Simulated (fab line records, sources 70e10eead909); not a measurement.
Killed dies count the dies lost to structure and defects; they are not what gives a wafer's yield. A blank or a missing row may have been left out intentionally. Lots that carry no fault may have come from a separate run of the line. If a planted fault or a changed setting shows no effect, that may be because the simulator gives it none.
Chamber matching / flow nand harc / 4 sister chambers for NHARC_P_M1_STRIP_18 on rie diel-07
The step strips in N2/H2. 18 wafers are shown with their chamber, then 9 later ones without.

== EACH WAFER AND ITS CHAMBER ==
wafer=L074.3; chamber=0; drypump motor current A (A)=5.5; rf vpp V (V)=91.4; oes product au (a.u.)=0.990
wafer=L074.5; chamber=0; drypump motor current A (A)=5.5; rf vpp V (V)=90.9; oes product au (a.u.)=0.984
wafer=L074.6; chamber=2; drypump motor current A (A)=6.3; rf vpp V (V)=90.7; oes product au (a.u.)=0.994
wafer=L078.3; chamber=2; drypump motor current A (A)=6.3; rf vpp V (V)=90.8; oes product au (a.u.)=1.000
wafer=L078.4; chamber=1; drypump motor current A (A)=6.1; rf vpp V (V)=90.4; oes product au (a.u.)=0.987
wafer=L078.5; chamber=0; drypump motor current A (A)=5.6; rf vpp V (V)=89.0; oes product au (a.u.)=0.999
wafer=L079.3; chamber=0; drypump motor current A (A)=5.5; rf vpp V (V)=90.2; oes product au (a.u.)=1.000
wafer=L079.4; chamber=1; drypump motor current A (A)=6.1; rf vpp V (V)=92.3; oes product au (a.u.)=0.990
wafer=L079.6; chamber=2; drypump motor current A (A)=6.4; rf vpp V (V)=91.9; oes product au (a.u.)=0.996
wafer=L080.1; chamber=2; drypump motor current A (A)=6.3; rf vpp V (V)=88.5; oes product au (a.u.)=1.001
wafer=L080.2; chamber=0; drypump motor current A (A)=5.6; rf vpp V (V)=89.2; oes product au (a.u.)=0.996
wafer=L080.3; chamber=1; drypump motor current A (A)=6.1; rf vpp V (V)=91.8; oes product au (a.u.)=1.005
wafer=L081.2; chamber=3; drypump motor current A (A)=6.1; rf vpp V (V)=89.2; oes product au (a.u.)=1.010
wafer=L081.3; chamber=2; drypump motor current A (A)=6.3; rf vpp V (V)=89.2; oes product au (a.u.)=0.999
wafer=L081.6; chamber=0; drypump motor current A (A)=5.6; rf vpp V (V)=89.7; oes product au (a.u.)=0.999
wafer=L084.1; chamber=0; drypump motor current A (A)=5.6; rf vpp V (V)=89.5; oes product au (a.u.)=0.996
wafer=L084.2; chamber=2; drypump motor current A (A)=6.3; rf vpp V (V)=92.2; oes product au (a.u.)=0.987
wafer=L084.5; chamber=3; drypump motor current A (A)=6.1; rf vpp V (V)=88.8; oes product au (a.u.)=1.006

SIGNATURES (averages over the wafers above)
reading=drypump motor current A; chamber 0=5.557; chamber 1=6.100; chamber 2=6.317; chamber 3=6.100; scatter within a chamber=0.0427
reading=rf vpp V; chamber 0=89.986; chamber 1=91.500; chamber 2=90.550; chamber 3=89.000; scatter within a chamber=1.12
reading=oes product au; chamber 0=0.99486; chamber 1=0.99400; chamber 2=0.99617; chamber 3=1.00800; scatter within a chamber=0.00617
Rule: a wafer lies at a distance from a chamber equal to the root of the sum of squares, over the readings, of (its reading less the chamber's mean, divided by the reading's scatter). The wafer belongs to the nearest chamber; if the next one is less than 2 further off, it can't be placed. The scatter is the square root of a quotient: the sum, over the shown wafers, of each reading's squared deviation from its chamber's mean, divided by wafers minus chambers.

== WAFERS MISSING THEIR CHAMBER ==
wafer=L086.2; drypump motor current A (A)=5.6; rf vpp V (V)=89.4; oes product au (a.u.)=1.003
wafer=L086.3; drypump motor current A (A)=6.1; rf vpp V (V)=89.5; oes product au (a.u.)=0.995
wafer=L086.5; drypump motor current A (A)=6.3; rf vpp V (V)=90.1; oes product au (a.u.)=0.988
wafer=L089.2; drypump motor current A (A)=6.1; rf vpp V (V)=92.0; oes product au (a.u.)=0.985
wafer=L089.5; drypump motor current A (A)=6.3; rf vpp V (V)=90.6; oes product au (a.u.)=0.995
wafer=L089.6; drypump motor current A (A)=6.1; rf vpp V (V)=90.1; oes product au (a.u.)=0.992
wafer=L094.2; drypump motor current A (A)=6.1; rf vpp V (V)=91.1; oes product au (a.u.)=0.995
wafer=L094.3; drypump motor current A (A)=6.3; rf vpp V (V)=92.2; oes product au (a.u.)=1.008
wafer=L094.6; drypump motor current A (A)=5.6; rf vpp V (V)=88.6; oes product au (a.u.)=1.001

== THE CHAMBER EACH PASSED THROUGH ==
wafer=L086.2; from the rows above=0; in truth=0
wafer=L086.3; from the rows above=can't be placed: 1 or 3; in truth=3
wafer=L086.5; from the rows above=2; in truth=2
wafer=L089.2; from the rows above=1; in truth=1
wafer=L089.5; from the rows above=2; in truth=2
wafer=L089.6; from the rows above=can't be placed: 1 or 3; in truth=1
wafer=L094.2; from the rows above=1; in truth=1
wafer=L094.3; from the rows above=2; in truth=2
wafer=L094.6; from the rows above=0; in truth=0
7 of 9 placed correctly. From these rows, 2 cannot be placed; in 2 the true chamber is one of the candidates. 0 placed wrongly.
